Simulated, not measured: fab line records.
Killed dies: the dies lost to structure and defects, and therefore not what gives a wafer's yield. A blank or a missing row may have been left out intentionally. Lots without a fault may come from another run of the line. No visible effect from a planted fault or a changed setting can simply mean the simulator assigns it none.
2 desks, one fault / flow n5-finfet / numbers are kept per desk, each desk with only its own; the story behind them comes last

== THE METROLOGY DESK ==
What the gauges read, lot by lot, whatever tool the lot ran on: means of the sampled wafers that have a number. A lot is out of limits, marked OUT, if its mean lies more than 4 standard deviations from the usual mean; the brackets give that distance. 7 of its 10 readings are shown, namely those furthest out on some lot.
Columns: A = DIBL_N at N5_BEOL_M4_RC_MEAS_101, usual 35.8 mV/V; B = DIBL_P at N5_BEOL_M4_RC_MEAS_101, usual 35.3 mV/V; C = IOFF_N at N5_BEOL_M4_RC_MEAS_101, usual 0.150 nA/um; D = ION_N at N5_BEOL_M4_RC_MEAS_101, usual 667 uA/um; E = ION_P at N5_BEOL_M4_RC_MEAS_101, usual 456 uA/um; F = SS_P at N5_BEOL_M4_RC_MEAS_101, usual 73.1 mV/dec; G = VT_N at N5_BEOL_M4_RC_MEAS_101, usual 251 mV
lot=L932; first seen here=day 11 20:35; A=37.1; B=37.2; C=0.159; D=668; E=454; F=73.7; G=251
lot=L942; first seen here=day 14 01:17; A=35.7; B=34.4; C=0.143; D=650; E=449; F=73.0; G=251
lot=L943; first seen here=day 14 16:14; A=37.0; B=35.2; C=0.154; D=664; E=455; F=73.1; G=251
lot=L949; first seen here=day 15 13:25; A=36.7; B=37.8; C=0.176; D=675; E=450; F=73.8; G=247
This desk found nothing out of limits on any of the 4 lots.

== TOOL OWNER'S DESK, litho-track-02 ==
The tool's own readings at N5_PMOS_HMC_CHANNEL_EPI_PEB_07 (peb time 60 s): means of the sampled wafers that have a number, for each lot that ran on this tool. A lot is out of limits, marked OUT, if its mean lies more than 4 standard deviations from the usual mean; the brackets give that distance.
Columns: A = plate-temp-C at N5_PMOS_HMC_CHANNEL_EPI_PEB_07, usual 109.98 C
lot=L932; first seen here=day 3 04:55; A=109.91
lot=L942; first seen here=day 5 18:31; A=110.80 (+6.3) OUT
lot=L943; first seen here=day 5 23:16; A=110.82 (+6.5) OUT
This desk finds L942, L943 out of limits, L942 being first, at day 5 18:31 (plate-temp-C at N5_PMOS_HMC_CHANNEL_EPI_PEB_07). L932: within limits.

== TAKEN TOGETHER ==
An alarm could have come from the tool owner's desk at day 5 18:31, on L942, L943.
At the metrology desk, nothing out of limits was observed.
The metrology desk holds a record of L942, L943, inside its limits.
N5_PMOS_HMC_CHANNEL_EPI_PEB_07 was run on litho-track-02 by each of the lots named.

== WHAT THE SIMULATOR HAD PUT IN ==
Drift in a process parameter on litho-track-02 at N5_PMOS_HMC_CHANNEL_EPI_PEB_07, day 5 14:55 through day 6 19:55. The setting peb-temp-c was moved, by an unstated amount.
Shown lots that were struck: L942, L943.
How many hours passed from the start of the fault until each desk's first out-of-limits reading: the tool owner's desk, 4.
